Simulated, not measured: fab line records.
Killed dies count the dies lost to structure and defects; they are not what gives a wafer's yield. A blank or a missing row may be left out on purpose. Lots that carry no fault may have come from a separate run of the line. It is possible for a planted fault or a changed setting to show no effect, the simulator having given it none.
Matching of chambers | flow nand-harc | NHARC_A_CHANNEL_FILL_D1_ETCHBACK_20 on rie-diel-10 has 4 sister chambers
The step etches the open film in C4F8/O2/Ar, target depth 27 nm, time 13.5 s. 7 wafers are shown with their chamber, then 7 later ones without.

EACH WAFER AND ITS CHAMBER
wafer  | chamber | rf-vpp-V (V) | oes-product-au (a.u.)
L842.2 | 2       | 987          | 0.97
L843.5 | 3       | 979          | 1.00
L845.3 | 0       | 975          | 0.94
L845.5 | 0       | 973          | 0.93
L845.6 | 1       | 975          | 0.93
L849.1 | 1       | 974          | 0.99
L849.2 | 3       | 979          | 0.99

WAFERS WHOSE CHAMBER IS MISSING
wafer  | rf-vpp-V (V) | oes-product-au (a.u.)
L849.3 | 973          | 0.99
L857.2 | 988          | 0.92
L857.3 | 974          | 0.92
L857.4 | 974          | 0.93
L859.1 | 979          | 0.93
L859.3 | 976          | 0.93
L859.4 | 988          | 0.93

THE CHAMBER EACH PASSED THROUGH
wafer  | from the rows above     | in truth
L849.3 | can't be placed: 1 or 0 | 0
L857.2 | 2                       | 2
L857.3 | can't be placed: 0 or 1 | 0
L857.4 | can't be placed: 0 or 1 | 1
L859.1 | 3                       | 3
L859.3 | can't be placed: 1 or 0 | 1
L859.4 | 2                       | 2
3 of 7 placed correctly. Can't be placed from these rows: 4 (the true chamber is among the candidates in 4). Placed wrongly: 0.
How it was worked out, from the rows above alone: a wafer's distance from a chamber is the root of the sum, over the readings, of the square of ((its reading less the chamber's mean) divided by the reading's scatter). If the next closest chamber is less than 2 further off than the closest, the wafer can't be placed; otherwise it belongs to the closest. A chamber's mean is the mean of its shown wafers. How the scatter is found: for the shown wafers, subtract from each reading the mean of its chamber, square and add these, divide the total by (wafers less chambers), then take the root.
